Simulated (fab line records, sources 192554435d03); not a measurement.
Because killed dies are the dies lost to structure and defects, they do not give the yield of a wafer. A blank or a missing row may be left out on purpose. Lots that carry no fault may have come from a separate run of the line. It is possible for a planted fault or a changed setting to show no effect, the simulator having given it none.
Matching of chambers | flow n5Finfet | N5_HKMG_FIN_CMP_94 on cmp-03: 4 sister chambers
The step polishes, stops on SiNx, t overpolish 4.7 s, target thk 43.299 nm. 14 wafers are shown with their chamber, then 7 later ones without.

== EACH WAFER AND ITS CHAMBER ==
wafer  | chamber | motorCurrentA (A) | edgeZonePressureFrac | platenRpm (rpm)
L075.1 | 3       | 11.3              | 1.003                | 50.33
L075.3 | 2       | 11.1              | 1.009                | 50.38
L075.5 | 2       | 10.2              | 0.998                | 50.31
L076.1 | 2       | 10.9              | 1.002                | 50.26
L076.3 | 3       | 11.4              | 0.999                | 50.32
L076.5 | 3       | 11.4              | 0.999                | 50.33
L079.1 | 0       | 11.9              | 1.004                | 50.35
L079.3 | 3       | 11.4              | 0.990                | 50.27
L079.6 | 2       | 10.7              | 1.002                | 50.25
L080.1 | 3       | 11.7              | 0.997                | 50.29
L080.3 | 2       | 10.1              | 0.999                | 50.35
L080.5 | 1       | 11.2              | 0.992                | 50.36
L082.1 | 3       | 11.4              | 0.995                | 50.24
L082.2 | 2       | 10.7              | 1.004                | 50.31

SIGNATURES, as means of the wafers listed above
reading              | chamber 0 | chamber 1 | chamber 2 | chamber 3 | scatter within a chamber
motorCurrentA        | 11.900    | 11.200    | 10.617    | 11.433    | 0.294
edgeZonePressureFrac | 1.00400   | 0.99200   | 1.00233   | 0.99717   | 0.00417
platenRpm            | 50.3500   | 50.3600   | 50.3100   | 50.2967   | 0.044
Rule: for a wafer and a chamber, the distance is found by dividing, reading by reading, the gap between the wafer's reading and the chamber's mean by the reading's scatter, squaring, summing and taking the root. If the next closest chamber is less than 2 further off than the closest, the wafer can't be placed; otherwise it belongs to the closest. The scatter: take each reading less its chamber's mean, square it, sum over the shown wafers, divide by the number of wafers less the number of chambers, and take the root.

== WAFERS MISSING THEIR CHAMBER ==
wafer  | motorCurrentA (A) | edgeZonePressureFrac | platenRpm (rpm)
L082.3 | 11.3              | 0.997                | 50.21
L087.1 | 11.1              | 1.002                | 50.37
L087.3 | 11.2              | 0.996                | 50.32
L087.6 | 11.0              | 1.014                | 50.28
L096.1 | 11.5              | 0.998                | 50.29
L096.3 | 11.5              | 0.996                | 50.29
L096.4 | 11.8              | 1.000                | 50.33

== THE CHAMBER EACH PASSED THROUGH ==
wafer  | from the rows above               | in truth
L082.3 | can't be placed: 3 or 2 or 1      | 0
L087.1 | can't be placed: 2 or 3 or 1 or 0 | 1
L087.3 | can't be placed: 3 or 1 or 2      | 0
L087.6 | can't be placed: 2 or 0 or 3      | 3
L096.1 | 3                                 | 3
L096.3 | can't be placed: 3 or 1           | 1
L096.4 | can't be placed: 0 or 3 or 1      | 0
Placed correctly: 1 of 7. These rows do not allow placing 6 (true chamber among the candidates in 4). 0 placed wrongly.
